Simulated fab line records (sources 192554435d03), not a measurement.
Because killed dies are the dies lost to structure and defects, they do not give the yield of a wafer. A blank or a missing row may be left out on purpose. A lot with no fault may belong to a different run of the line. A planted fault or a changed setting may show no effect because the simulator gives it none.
Lot-split experiment | flow n5Finfet | 39 wafers read from 7 lots, route of 1938 steps

THE SPLIT ITSELF
At N5_HKMG_FIN_DEVELOP_11 (develop time 30 s), the setting developTimeS was moved away from the recipe's 30 s on 15 of the 39 wafers read, by -56.3% to +18.0%. This setting was run at the recipe's value on the other wafers.

Split to reading: the file shows no intervening step.

THE READING
cdNm, in nm, at N5_HKMG_FIN_CD_MEAS_12 (target cd 92.8 nm). Fault-free wafers of this fab line usually give 92.9 nm, standard deviation 0.48 nm.

wafer  | tool, chamber at the split | developTimeS as run, s | against the recipe | cdNm, nm | against lot-mates on the recipe
L080.1 | lithoTrack-02, 0           | 30                     | recipe             | 93.2     | -
L080.2 | lithoTrack-02, 0           | 23.21                  | -22.6%             | 92.8     | -0.6
L080.3 | lithoTrack-02, 0           | 23.21                  | -22.6%             | 91.8     | -1.6
L080.4 | lithoTrack-02, 0           | 23.21                  | -22.6%             | 92.2     | -1.2
L080.5 | lithoTrack-02, 0           | 30                     | recipe             | 93.4     | -
L080.6 | lithoTrack-02, 0           | 30                     | recipe             | 93.6     | -
L082.1 | lithoTrack-01, 0           | 25.39                  | -15.4%             | 91.6     | -1.2
L082.2 | lithoTrack-01, 0           | 30                     | recipe             | 92.6     | -
L082.3 | lithoTrack-01, 0           | 30                     | recipe             | 93.0     | -
L082.4 | lithoTrack-01, 0           | 25.39                  | -15.4%             | 92.1     | -0.7
L082.5 | lithoTrack-01, 0           | 25.39                  | -15.4%             | 92.5     | -0.3
L082.6 | lithoTrack-01, 0           | 30                     | recipe             | 92.8     | -
L084.1 | lithoTrack-01, 0           | 30                     | recipe             | 93.3     | -
L084.2 | lithoTrack-01, 0           | 30                     | recipe             | 94.1     | -
L084.3 | lithoTrack-01, 0           | 30                     | recipe             | 93.8     | -
L084.4 | lithoTrack-01, 0           | 35.39                  | +18.0%             | 94.4     | +0.7
L084.5 | lithoTrack-01, 0           | 35.39                  | +18.0%             | 94.5     | +0.8
L084.6 | lithoTrack-01, 0           | 35.39                  | +18.0%             | 94.7     | +1.0
L086.1 | lithoTrack-01, 0           | 30                     | recipe             | 91.8     | -
L086.5 | lithoTrack-01, 0           | 30                     | recipe             | 92.7     | -
L086.6 | lithoTrack-01, 0           | 30                     | recipe             | 92.7     | -
L094.1 | lithoTrack-01, 0           | 30                     | recipe             | 92.4     | -
L094.2 | lithoTrack-01, 0           | 30                     | recipe             | 93.1     | -
L094.3 | lithoTrack-01, 0           | 30                     | recipe             | 93.4     | -
L094.4 | lithoTrack-01, 0           | 30                     | recipe             | 93.2     | -
L094.5 | lithoTrack-01, 0           | 30                     | recipe             | 91.9     | -
L094.6 | lithoTrack-01, 0           | 30                     | recipe             | 93.4     | -
L095.1 | lithoTrack-04, 0           | 30                     | recipe             | 92.5     | -
L095.2 | lithoTrack-04, 0           | 19.29                  | -35.7%             | 90.5     | -1.8
L095.3 | lithoTrack-04, 0           | 19.29                  | -35.7%             | 89.9     | -2.4
L095.4 | lithoTrack-04, 0           | 30                     | recipe             | 92.3     | -
L095.5 | lithoTrack-04, 0           | 30                     | recipe             | 92.1     | -
L095.6 | lithoTrack-04, 0           | 19.29                  | -35.7%             | 90.7     | -1.6
L096.1 | lithoTrack-01, 0           | 13.11                  | -56.3%             | 88.5     | -4.3
L096.2 | lithoTrack-01, 0           | 13.11                  | -56.3%             | 88.6     | -4.2
L096.3 | lithoTrack-01, 0           | 30                     | recipe             | 92.8     | -
L096.4 | lithoTrack-01, 0           | 30                     | recipe             | 92.6     | -
L096.5 | lithoTrack-01, 0           | 13.11                  | -56.3%             | 88.6     | -4.2
L096.6 | lithoTrack-01, 0           | 30                     | recipe             | 93.1     | -

FIT RESULTS
A straight line over all 39 wafers: cdNm changes by +0.0733 nm for each +1% of developTimeS; r = +0.92; the points scatter about the line by 0.58 nm.
The same after taking each lot's own level away (the mean of its wafers on the recipe; 39 wafers): +0.0655 nm for each +1%; r = +0.95; scatter 0.43 nm.
The reading moves by 3.7 nm for the largest change in developTimeS, on that fit.
From 92.30 to 93.73 nm: that is the span of the lots' own levels, equal to 3.0 times the standard deviation above.
So the lot-to-lot level changes the slope: the two fits differ.
Check: with one of the wafers moved furthest among these (-56.3%) left out of the fit, the line predicts -3.53 nm for it against its lot-mates. Against them it came out at -4.33 nm.

THE OTHER SPLITS THESE WAFERS WENT THROUGH
Before the reading, these wafers also passed through other splits. Each is held against what the fit with the lots' levels taken away leaves over:
other split on the same wafers        | wafers away from the commonest value | r with cdNm (lot level and that fit taken away)
N5_ZERO_LAYER_DEVELOP_10 developTimeS | 12                                   | -0.04
N5_FIN_SAQP_SPACER2_ALD_28 targetThkA | 15                                   | -0.25
N5_DUMMY_GATE_ETCH_31 targetDepthA    | 12                                   | +0.29

THE FILE'S OWN FIT
cdNm changes by +0.0654 nm for each +1% of developTimeS, r = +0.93.
